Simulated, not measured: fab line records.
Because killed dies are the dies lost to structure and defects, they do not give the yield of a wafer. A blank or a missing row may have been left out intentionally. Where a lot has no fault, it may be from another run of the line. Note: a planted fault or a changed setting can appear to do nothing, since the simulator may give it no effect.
Struck lot and sound lot, side by side ; flow n5-finfet ; 38 out of 1938 route steps
Sound: these wafers, L171.2, L171.3, L171.4. Struck: wafers L174.4, L174.5 (left out: L174.6, a lot-mate that was not struck); the cause follows at the end.
For every step that has rows: the tool of each side, followed by ch and its chambers, followed by its first start. Under that, the readings that differ: sound wafers ; struck wafers ; difference of the means ; sigmas: that difference in standard deviations of wafers without a fault.
alike: a reading whose means differ by less than 2 such deviations, as well as words and numbers matching on both sides. not compared: withheld readings; readings where some wafer has no value; bounds like >300 that might hide an equal value; numbers whose values overlap and for which the record gives no deviation.
A row with sigmas, a row that says differs or no value, or rows on one side alone: a step with any of these is where the two part. Non-overlapping numbers with no deviation appear without sigmas and do not part them. Lack of a reading on every wafer of one side parts them only where that side has two or more wafers.

first, 9 steps without rows for these wafers: N5_BEOL_M0_ANNEAL_135 (time 60 s); N5_BEOL_M0_SPUTTER_141 (material Cu, target thk 4 nm, time 7.37 s); N5_BEOL_M0_ECD_118 (material Cu, target thk 300 nm); N5_BEOL_M0_ANNEAL_119 (time 90 s); N5_BEOL_M0_CMP_120 (polishes, stops on SiOC, t overpolish 6.9 s); N5_BEOL_M0_PRE_CLEAN_131 (time 15 s); N5_BEOL_M0_CO_CAP_123 (material Co, precursor CCTBA/H2, target thk 2 nm, time 102.1 s); N5_BEOL_M0_PRE_CLEAN_124 (time 15 s); N5_BEOL_M0_DEP_125 (deposits SiCN from 3MS/NH3, target thk 8 nm, time 14 s).
N5_BEOL_M1_ILD_DEP_00: deposits SiOC from DEMS/O2, target thk 79 nm, time 15.3 s.
  sound on pecvd-04 ch 0,1,2, day 7 22:42; struck on pecvd-04 ch 0,2, day 8 19:53
reading;sound;struck;difference;sigmas
model.SiOC_of_BEOL_M1_ILD_DEP_00.thk-nm (nm);77.6 76.2 79.8;70.2 73;-6.3;
  alike: heater-power-w, showerhead-plenum-p-Torr, throttle-valve-pct
N5_BEOL_M1_THK_MEAS_01:
  sound on film-metro-02 at day 7 22:46; struck on film-metro-01 at day 8 19:56
reading;sound;struck;difference;sigmas
M1_ILD_THK (nm);77.7 76.3 79.9;70.3 73.1;-6.3;-4
then, 24 steps without rows for these wafers: N5_BEOL_M1_PECVD_72 (deposits SiO2 from TEOS/O2, target thk 16 nm, time 18 s); N5_BEOL_M1_HM_DEP_02 (deposits TiN, target thk 20 nm); N5_BEOL_M1_COAT_61 (time 60 s, resist thk 60 nm); N5_BEOL_M1_COAT_62 (time 60 s, resist thk 12 nm); N5_BEOL_M1_COAT_73 (time 60 s, resist thk 5 nm); N5_BEOL_M1_COAT_05 (resist thk 30 nm); N5_BEOL_M1_EBR_07; N5_BEOL_M1_SOFTBAKE_06 (time 60 s); N5_BEOL_M1_EXPOSE_08 (exposes mask M1); N5_BEOL_M1_PEB_09 (peb time 60 s); N5_BEOL_M1_DEVELOP_10 (develop time 30 s); N5_BEOL_M1_DESCUM_16 (chemistry O2, time 7 s); N5_BEOL_M1_ETCH_74 (etches underlayer in N2/H2, target depth 6.5 nm, time 5.2 s); N5_BEOL_M1_ETCH_63 (etches SiARC in CF4, target depth 15.6 nm, time 26 s); N5_BEOL_M1_ETCH_64 (etches SOC in N2/H2, target depth 75 nm, overetch 15 nm, time 112.5 s); N5_BEOL_M1_STRIP_65 (strips in N2/H2); N5_BEOL_M1_STRIP_75 (strips in N2/H2); N5_BEOL_M1_STRIP_66 (strips in CF4); N5_BEOL_M1_HM_OPEN_17 (chemistry Cl2/BCl3, target TiN, target depth 20 nm, overetch 6 nm); N5_BEOL_M1_STRIP_19 (strips in O2); N5_BEOL_M1_COAT_67 (time 60 s, resist thk 60 nm); N5_BEOL_M1_COAT_68 (time 60 s, resist thk 12 nm); N5_BEOL_M1_COAT_76 (time 60 s, resist thk 5 nm); N5_BEOL_M1_COAT_22 (resist thk 30 nm).
N5_BEOL_M1_CMP_52: polishes, stops on SiOC, t overpolish 6.8 s, target thk 40 nm.
  sound on cmp-01 ch 0,1,2, day 8 17:05; struck on cmp-03 ch 0,2, day 9 07:50
reading;sound;struck;difference;sigmas
model.Cu_of_BEOL_M1_ECD_50.thk-nm (nm);38 36.6 39.2;30.8 34.2;-5.4;
model.SiOC_of_BEOL_M1_ILD_DEP_00.thk-nm (nm);76.6 75.2 78.8;69.2 72;-6.3;
  alike: motor-current-A, retaining-ring-pressure-frac
  not compared: pad-life-wafers
N5_BEOL_M4_RC_MEAS_101:
  sound on prober-02 ch 0, day 10 03:53; struck on prober-01 ch 0, day 11 02:34
  alike: DIBL_N, DIBL_P, IOFF_N, IOFF_P, ION_N, ION_P, SS_N, SS_P, VT_N, VT_P
-- a jump in the record: the struck wafers' starts before and after are 5 days apart (it breaks off in module BEOL_M4 and resumes in module PASSIVATION, where the first step shown is number 1936 of the route) --
N5_PASSIVATION_PROBE_49:
  the record has rows for the struck wafers here (prober-02, day 15 19:05) and none for the sound ones

## WHERE THEY PART
Earliest at N5_BEOL_M1_THK_MEAS_01; latest, in this record, at N5_PASSIVATION_PROBE_49.

WHY: whatever the simulator had introduced
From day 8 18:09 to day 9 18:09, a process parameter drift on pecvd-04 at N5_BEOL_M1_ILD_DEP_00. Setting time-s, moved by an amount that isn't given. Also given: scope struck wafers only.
